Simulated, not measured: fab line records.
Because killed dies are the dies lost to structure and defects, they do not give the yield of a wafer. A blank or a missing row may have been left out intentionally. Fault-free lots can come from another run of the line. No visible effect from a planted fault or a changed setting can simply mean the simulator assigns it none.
Which tool is to blame? || flow n5 finfet || Sampling: 14 lots, 42 wafers, 3 of 1938 route steps

== WHAT THE GAUGES READ, wafer by wafer ==
N5_DUMMY_REMOVAL_INSPECT_06: inspects for defects (brightfield). Usual: raw defect count reads 12 (standard deviation 5.6).
{"lot": "L409", "measured": "day 4 03:25", "on": "defect inspect-02", "raw defect count": "10 13 12", "flag": ""}
{"lot": "L410", "measured": "day 4 08:29", "on": "defect inspect-01", "raw defect count": "9 8 4", "flag": ""}
{"lot": "L411", "measured": "day 4 11:23", "on": "defect inspect-02", "raw defect count": "9 15 18", "flag": ""}
{"lot": "L412", "measured": "day 4 16:18", "on": "defect inspect-02", "raw defect count": "8 9 5", "flag": ""}
{"lot": "L413", "measured": "day 4 22:37", "on": "defect inspect-01", "raw defect count": "10 10 12", "flag": ""}
{"lot": "L416", "measured": "day 5 15:00", "on": "defect inspect-02", "raw defect count": "10 12 10", "flag": ""}
{"lot": "L417", "measured": "day 5 21:41", "on": "defect inspect-02", "raw defect count": "13 9 15", "flag": ""}
{"lot": "L419", "measured": "day 6 15:26", "on": "defect inspect-02", "raw defect count": "14 32 16", "flag": ""}
{"lot": "L421", "measured": "day 6 21:46", "on": "defect inspect-02", "raw defect count": "17 20 17", "flag": ""}
{"lot": "L424", "measured": "day 7 17:55", "on": "defect inspect-02", "raw defect count": "22 8 25", "flag": ""}
{"lot": "L425", "measured": "day 7 21:26", "on": "defect inspect-01", "raw defect count": "12 14 9", "flag": ""}
{"lot": "L427", "measured": "day 8 14:28", "on": "defect inspect-02", "raw defect count": "21 21 20", "flag": ""}
{"lot": "L431", "measured": "day 9 11:32", "on": "defect inspect-01", "raw defect count": "13 7 10", "flag": ""}
{"lot": "L432", "measured": "day 9 14:04", "on": "defect inspect-02", "raw defect count": "11 9 14", "flag": ""}

== TOOL THAT RAN EACH LOT (tool first, then ch and the chambers of the sampled wafers, then the start) ==
{"lot": "L409", "N5_SDB_CUT_ETCH_26": "rie si-05 ch 1,2,3, day 3 23:23", "N5_SDB_ALD_29": "ald sin-03 ch 0,2,3, day 4 00:07"}
{"lot": "L410", "N5_SDB_CUT_ETCH_26": "rie si-05 ch 0,1,3, day 4 04:55", "N5_SDB_ALD_29": "ald sin-04 ch 0,2,3, day 4 05:11"}
{"lot": "L411", "N5_SDB_CUT_ETCH_26": "rie si-06 ch 0,1,3, day 4 07:53", "N5_SDB_ALD_29": "ald sin-01 ch 0,1,2, day 4 08:06"}
{"lot": "L412", "N5_SDB_CUT_ETCH_26": "rie si-06 ch 0,1,2, day 4 12:41", "N5_SDB_ALD_29": "ald sin-04 ch 0,2,3, day 4 12:52"}
{"lot": "L413", "N5_SDB_CUT_ETCH_26": "rie si-05 ch 0,2,3, day 4 19:08", "N5_SDB_ALD_29": "ald sin-04 ch 0,2,3, day 4 19:20"}
{"lot": "L416", "N5_SDB_CUT_ETCH_26": "rie si-03 ch 0,1,2, day 5 11:31", "N5_SDB_ALD_29": "ald sin-04 ch 2,3, day 5 11:43"}
{"lot": "L417", "N5_SDB_CUT_ETCH_26": "rie si-06 ch 0,1,2, day 5 18:04", "N5_SDB_ALD_29": "ald sin-04 ch 1,2,3, day 5 18:15"}
{"lot": "L419", "N5_SDB_CUT_ETCH_26": "rie si-06 ch 1,2, day 6 11:58", "N5_SDB_ALD_29": "ald sin-01 ch 0,2,3, day 6 12:08"}
{"lot": "L421", "N5_SDB_CUT_ETCH_26": "rie si-05 ch 0,1,2, day 6 18:18", "N5_SDB_ALD_29": "ald sin-01 ch 1,3, day 6 18:29"}
{"lot": "L424", "N5_SDB_CUT_ETCH_26": "rie si-03 ch 0,1,2, day 7 14:25", "N5_SDB_ALD_29": "ald sin-03 ch 1,2,3, day 7 14:36"}
{"lot": "L425", "N5_SDB_CUT_ETCH_26": "rie si-05 ch 0,1, day 7 17:58", "N5_SDB_ALD_29": "ald sin-01 ch 1,2,3, day 7 18:08"}
{"lot": "L427", "N5_SDB_CUT_ETCH_26": "rie si-06 ch 1,2,3, day 8 10:50", "N5_SDB_ALD_29": "ald sin-03 ch 0,1,2, day 8 11:01"}
{"lot": "L431", "N5_SDB_CUT_ETCH_26": "rie si-06 ch 2,3, day 9 07:52", "N5_SDB_ALD_29": "ald sin-03 ch 0,3, day 9 08:03"}
{"lot": "L432", "N5_SDB_CUT_ETCH_26": "rie si-06 ch 0,2, day 9 10:35", "N5_SDB_ALD_29": "ald sin-01 ch 0,2,3, day 9 10:46"}
- N5_SDB_CUT_ETCH_26: etches Si in HBr/Cl2/O2, target depth 129.6 nm, bt time 20 s, time 51.8 s.
- N5_SDB_ALD_29: deposits SiNx, target thk 30 nm, pulse time 1 s, ald cycles 600.

== WHAT THE TOOLS THEMSELVES READ (means of the sampled wafers that have a number; where no wafer has one, the mark that the record gives instead) ==
N5_SDB_CUT_ETCH_26. Usual: chamber pressure mTorr 10.001 mTorr, standard deviation 0.01; drypump motor current A 5.6 A, standard deviation 0.48; oes product au 0.995 a.u., standard deviation 0.014; throttle valve pct 37.21 %, standard deviation 0.19.
{"lot": "L409", "tool": "rie si-05", "chamber pressure mTorr (mTorr)": 9.998, "drypump motor current A (A)": 5.7, "oes product au (a.u.)": 0.987, "throttle valve pct (%)": 37.23, "flag": ""}
{"lot": "L410", "tool": "rie si-05", "chamber pressure mTorr (mTorr)": 10.006, "drypump motor current A (A)": 5.5, "oes product au (a.u.)": 0.997, "throttle valve pct (%)": 37.19, "flag": ""}
{"lot": "L411", "tool": "rie si-06", "chamber pressure mTorr (mTorr)": 9.997, "drypump motor current A (A)": 5.5, "oes product au (a.u.)": 1.001, "throttle valve pct (%)": 37.28, "flag": ""}
{"lot": "L412", "tool": "rie si-06", "chamber pressure mTorr (mTorr)": 10.005, "drypump motor current A (A)": 5.7, "oes product au (a.u.)": 0.999, "throttle valve pct (%)": 37.12, "flag": ""}
{"lot": "L413", "tool": "rie si-05", "chamber pressure mTorr (mTorr)": 9.996, "drypump motor current A (A)": 5.3, "oes product au (a.u.)": 0.981, "throttle valve pct (%)": 37.16, "flag": ""}
{"lot": "L416", "tool": "rie si-03", "chamber pressure mTorr (mTorr)": 9.996, "drypump motor current A (A)": 5.8, "oes product au (a.u.)": 0.995, "throttle valve pct (%)": 37.12, "flag": ""}
{"lot": "L417", "tool": "rie si-06", "chamber pressure mTorr (mTorr)": 9.998, "drypump motor current A (A)": 5.7, "oes product au (a.u.)": 0.997, "throttle valve pct (%)": 37.13, "flag": ""}
{"lot": "L419", "tool": "rie si-06", "chamber pressure mTorr (mTorr)": 9.996, "drypump motor current A (A)": 5.2, "oes product au (a.u.)": 1.000, "throttle valve pct (%)": 37.16, "flag": ""}
{"lot": "L421", "tool": "rie si-05", "chamber pressure mTorr (mTorr)": 9.996, "drypump motor current A (A)": 5.4, "oes product au (a.u.)": 0.993, "throttle valve pct (%)": 37.17, "flag": ""}
{"lot": "L424", "tool": "rie si-03", "chamber pressure mTorr (mTorr)": 9.998, "drypump motor current A (A)": 5.8, "oes product au (a.u.)": 0.997, "throttle valve pct (%)": 37.12, "flag": ""}
{"lot": "L425", "tool": "rie si-05", "chamber pressure mTorr (mTorr)": 9.993, "drypump motor current A (A)": 5.2, "oes product au (a.u.)": 1.001, "throttle valve pct (%)": 37.13, "flag": ""}
{"lot": "L427", "tool": "rie si-06", "chamber pressure mTorr (mTorr)": 10.003, "drypump motor current A (A)": 5.5, "oes product au (a.u.)": 1.001, "throttle valve pct (%)": 37.36, "flag": ""}
{"lot": "L431", "tool": "rie si-06", "chamber pressure mTorr (mTorr)": 10.000, "drypump motor current A (A)": 5.8, "oes product au (a.u.)": 1.005, "throttle valve pct (%)": 37.58, "flag": ""}
{"lot": "L432", "tool": "rie si-06", "chamber pressure mTorr (mTorr)": 10.000, "drypump motor current A (A)": 6.1, "oes product au (a.u.)": 0.995, "throttle valve pct (%)": 37.19, "flag": ""}

N5_SDB_ALD_29. Usual: heater power w 860 W, standard deviation 110; precursor pulse height rel 0.999, standard deviation 0.02.
{"lot": "L409", "tool": "ald sin-03", "heater power w (W)": 889, "precursor pulse height rel": 0.988, "flag": ""}
{"lot": "L410", "tool": "ald sin-04", "heater power w (W)": 863, "precursor pulse height rel": 0.990, "flag": ""}
{"lot": "L411", "tool": "ald sin-01", "heater power w (W)": 899, "precursor pulse height rel": 1.012, "flag": ""}
{"lot": "L412", "tool": "ald sin-04", "heater power w (W)": 877, "precursor pulse height rel": 1.001, "flag": ""}
{"lot": "L413", "tool": "ald sin-04", "heater power w (W)": 879, "precursor pulse height rel": 0.983, "flag": ""}
{"lot": "L416", "tool": "ald sin-04", "heater power w (W)": 865, "precursor pulse height rel": 1.000, "flag": ""}
{"lot": "L417", "tool": "ald sin-04", "heater power w (W)": 781, "precursor pulse height rel": 1.019, "flag": ""}
{"lot": "L419", "tool": "ald sin-01", "heater power w (W)": 811, "precursor pulse height rel": 1.009, "flag": ""}
{"lot": "L421", "tool": "ald sin-01", "heater power w (W)": 935, "precursor pulse height rel": 1.011, "flag": ""}
{"lot": "L424", "tool": "ald sin-03", "heater power w (W)": 880, "precursor pulse height rel": 1.000, "flag": ""}
{"lot": "L425", "tool": "ald sin-01", "heater power w (W)": 829, "precursor pulse height rel": 1.005, "flag": ""}
{"lot": "L427", "tool": "ald sin-03", "heater power w (W)": 886, "precursor pulse height rel": 0.998, "flag": ""}
{"lot": "L431", "tool": "ald sin-03", "heater power w (W)": 865, "precursor pulse height rel": 0.981, "flag": ""}
{"lot": "L432", "tool": "ald sin-01", "heater power w (W)": 828, "precursor pulse height rel": 1.010, "flag": ""}

== THE ANSWER, worked out from the rows above alone ==
Rule: a lot counts as off when the mean over its wafers that have a number is more than 3 standard deviations away from the usual mean. Also off: a lot with no number at a reading for which 4 or more lots have one. Any other lot the step has rows for is counted as sound. The gauges are gone through in route order, then the tools' own readings, and for those a lot's mean is taken as printed above. At the first step where some lot is off, the reading lying furthest off is the one used; lots without a number count as furthest.
No lot is off on any of the readings shown, so nothing can be concluded from this.

== WHAT HAD BEEN PUT IN BY THE SIMULATOR ==
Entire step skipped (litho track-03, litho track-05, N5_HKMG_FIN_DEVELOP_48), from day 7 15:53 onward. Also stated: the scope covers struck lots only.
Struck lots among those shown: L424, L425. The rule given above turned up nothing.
